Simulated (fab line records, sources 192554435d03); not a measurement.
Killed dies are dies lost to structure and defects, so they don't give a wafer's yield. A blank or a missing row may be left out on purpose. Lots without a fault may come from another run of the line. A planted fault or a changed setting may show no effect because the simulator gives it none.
A struck lot beside a sound one | flow n5_finfet | 38 steps out of a route of 1938
Sound: wafers L194.1, L194.3, L194.5. Struck: wafer L182.2. (L182.3, L182.6 of the same lot were not struck and are left out.) The cause comes at the end.
At each step with rows: each side's tool, then ch and its chambers, then its first start. Under that, the readings that differ: sound wafers | struck wafers | difference of the means | sigmas: that difference in standard deviations of wafers without a fault.
alike: readings whose means differ by less than 2 such deviations, and words and numbers that are the same on both sides. not compared: withheld readings, readings that some wafer has no value for, bounds like >300 that may hide the same value, and numbers for which the record gives no deviation and whose values overlap.
The two part at a step that has a row with sigmas, a row that says differs or no value, or rows on one side only. Numbers that don't overlap but have no deviation are shown without sigmas and don't part them. A reading that every wafer of one side lacks parts them only if that side has two wafers or more.

first, 9 steps without rows for these wafers: N5_BEOL_M7_DESCUM_33 (chemistry O2, time 7 s); N5_BEOL_M7_ETCH_72 (etches underlayer in N2/H2, target depth 6.5 nm, time 5.2 s); N5_BEOL_M7_ETCH_65 (etches SiARC in CF4, target depth 15.6 nm, time 26 s); N5_BEOL_M7_ETCH_66 (etches SOC in N2/H2, target depth 80 nm, overetch 16 nm, time 120 s); N5_BEOL_M7_STRIP_69 (strips in N2/H2); N5_BEOL_M7_STRIP_73 (strips in N2/H2); N5_BEOL_M7_VIA_ETCH_34 (etches SiCOH lowk in C4F6/O2, target depth 125.5 nm, time 50.5 s); N5_BEOL_M7_STRIP_76 (strips in C4F6/O2); N5_BEOL_M7_STRIP_36 (strips in N2/H2).
N5_BEOL_M7_TRENCH_ETCH_37: etches SiCOH lowk in C4F6/O2, target depth 93.478 nm, time 31.2 s.
  sound on rie_diel-01 ch 0,1,2, day 15 03:10; struck on rie_diel-02 ch 1, day 11 15:09
  reading                             | sound             | struck | difference | sigmas
  model.BEOL_M7.feature_depth_nm (nm) | 91.8 92.8 94.2    | 74.6   | -18.3      |
  model.etch.depth_nm (nm)            | 91.87 92.85 94.19 | 74.67  | -18.30     |
  alike: drypump_motor_current_A, oes_product_au, rf_vpp_V, showerhead_plenum_p_Torr, throttle_valve_pct
  not compared: rf_hours_counter_h
then, 2 steps without rows for these wafers: N5_BEOL_M7_ETCH_41 (etches SiCN in CH3F/O2, target depth 31.9 nm, time 57.8 s); N5_BEOL_M7_STRIP_80 (strips in N2/H2, time 10 s).
N5_BEOL_M7_OCD_MEAS_38:
  sound on ocd-02, day 15 03:19; struck on ocd-02, day 11 15:19
  reading              | sound          | struck | difference | sigmas
  trench_depth_nm (nm) | 91.2 93.1 94.4 | 74.3   | -18.6      | -10
then, 13 steps without rows for these wafers: N5_BEOL_M7_HM_STRIP_39 (strips TiN in peroxide tin strip, target depth 25 nm, time 158 s); N5_BEOL_M7_SRD_40 (time 30 s); N5_BEOL_M7_PRECLEAN_42 (cleans in residue remover, time 60 s); N5_BEOL_M7_SRD_43 (time 30 s); N5_BEOL_M7_CURE_75 (cures SiCOH lowk, time 120 s); N5_BEOL_M7_DEGAS_44 (time 60 s); N5_BEOL_M7_PRE_CLEAN_45 (time 30 s); N5_BEOL_M7_ALD_77 (deposits TaN, target thk 2 nm, pulse time 2 s, purge time 3 s); N5_BEOL_M7_SURFACE_TREAT_79; N5_BEOL_M7_CVD_78 (deposits Co from CCTBA/H2, target thk 2 nm, time 142.3 s); N5_BEOL_M7_SPUTTER_48 (material Cu, target thk 10 nm, time 1.667 s); N5_BEOL_M7_ECD_50 (material Cu, target thk 300 nm); N5_BEOL_M7_ANNEAL_51 (time 90 s).
N5_BEOL_M7_CMP_52: polishes, stops on SiCOH lowk, t overpolish 6.9 s, target thk 80 nm.
  sound on cmp-04 ch 1,2,3, day 15 05:42; struck on cmp-01 ch 0, day 11 17:49
  reading                                | sound          | struck | difference | sigmas
  barrier_field_endpoint_s (s)           | 30.6 29.3 29.0 | 27.6   | -2.0       | -2
  time_to_endpoint_s (s)                 | 70 66 64       | 58     | -9         | -2
  model.Cu_of_BEOL_M7_ECD_50.thk_nm (nm) | 79.8 80.8 80.6 | 58     | -22        |
  alike: clearing_platen_rpm, edge_zone_pressure_frac, head_pressure_psi, motor_current_A, overpolish_run_s
N5_BEOL_M7_THK_MEAS_53: measures by xrf.
  sound on film_metro-01, day 15 05:55; struck on film_metro-01, day 11 18:04
  reading     | sound          | struck | difference | sigmas
  M7_THK (nm) | 80.8 81.7 81.6 | 58.4   | -23.0      | -10
then, 2 steps without rows for these wafers: N5_BEOL_M7_PRE_CLEAN_55 (time 15 s); N5_BEOL_M7_DEP_56 (deposits SiCN from 3MS/NH3, target thk 10 nm, time 17.5 s).
N5_BEOL_M7_RS_MEAS_57: measures by four-point-probe.
  sound on film_metro-02, day 15 06:03; struck on film_metro-01, day 11 18:12
  reading        | sound             | struck | difference | sigmas
  M7_RS (ohm/sq) | 0.286 0.283 0.283 | 0.422  | +0.138     | +14
then, 5 steps without rows for these wafers: N5_BEOL_M8_ILD_DEP_00 (deposits SiCOH lowk from DEMS/porogen, target thk 179.75 nm, time 33.4 s); N5_BEOL_M8_CURE_74 (cures SiCOH lowk, time 240 s); N5_BEOL_M8_PECVD_70 (deposits SiO2 from TEOS/O2, target thk 20 nm, time 22.7 s); N5_BEOL_M8_HM_DEP_02 (deposits TiN, target thk 20 nm); N5_BEOL_M8_COAT_59 (time 60 s, resist thk 100 nm).
-- the record jumps here: 2 days lie between the struck wafers' starts before and after (it left off in module BEOL_M8 and takes up again in module BEOL_M15, whose first step shown is number 1830 of the route) --
N5_BEOL_M15_RC_MEAS_101:
  sound on prober-02 ch 0, day 18 06:58; struck on prober-01 ch 0, day 14 01:50
  reading                   | sound                    | struck   | difference | sigmas
  COMB_M9 (S/m)             | 1.2e-11 1.3e-11 1.39e-11 | 1.87e-11 | +5.73e-12  | +2
  SERP_M13 (ohm/um)         | 0.316 0.317 0.316        | 0.301    | -0.015     | -2
  SERP_M7 (ohm/um)          | 13.7 13.9 14.1           | 20.5     | +6.6       | +10
  SERP_M7_max_site (ohm/um) | 14.3 14.3 14.7           | 21.9     | +7.5       | +11
  alike: COMB_M10, COMB_M11, COMB_M12, COMB_M13, COMB_M14, COMB_M15, COMB_M5, COMB_M6, COMB_M8, SERP_M10, SERP_M11, SERP_M12, SERP_M14, SERP_M14_max_site, SERP_M5, SERP_M6, SERP_M8, SERP_M9
N5_PASSIVATION_PROBE_49:
  sound on prober-02, day 18 19:26; struck on prober-02, day 14 19:55
  reading             | sound    | struck | difference | sigmas
  killed_at_contacts  | 5 2 9    | 18     | +13        | +2
  killed_at_front_end | 42 47 56 | 16     | -32        | -3
  alike: defect_limited_yield, killed_at_M0_to_M3, killed_at_M4_up, killed_at_other, killed_dies, killed_open, killed_short, sort_bin_5_function, sort_bin_6_memory, sort_bin_8_speed, sort_n_pass

WHERE THEY PART
First at N5_BEOL_M7_OCD_MEAS_38; last, within this record, at N5_PASSIVATION_PROBE_49.

WHY: what the simulator had put in
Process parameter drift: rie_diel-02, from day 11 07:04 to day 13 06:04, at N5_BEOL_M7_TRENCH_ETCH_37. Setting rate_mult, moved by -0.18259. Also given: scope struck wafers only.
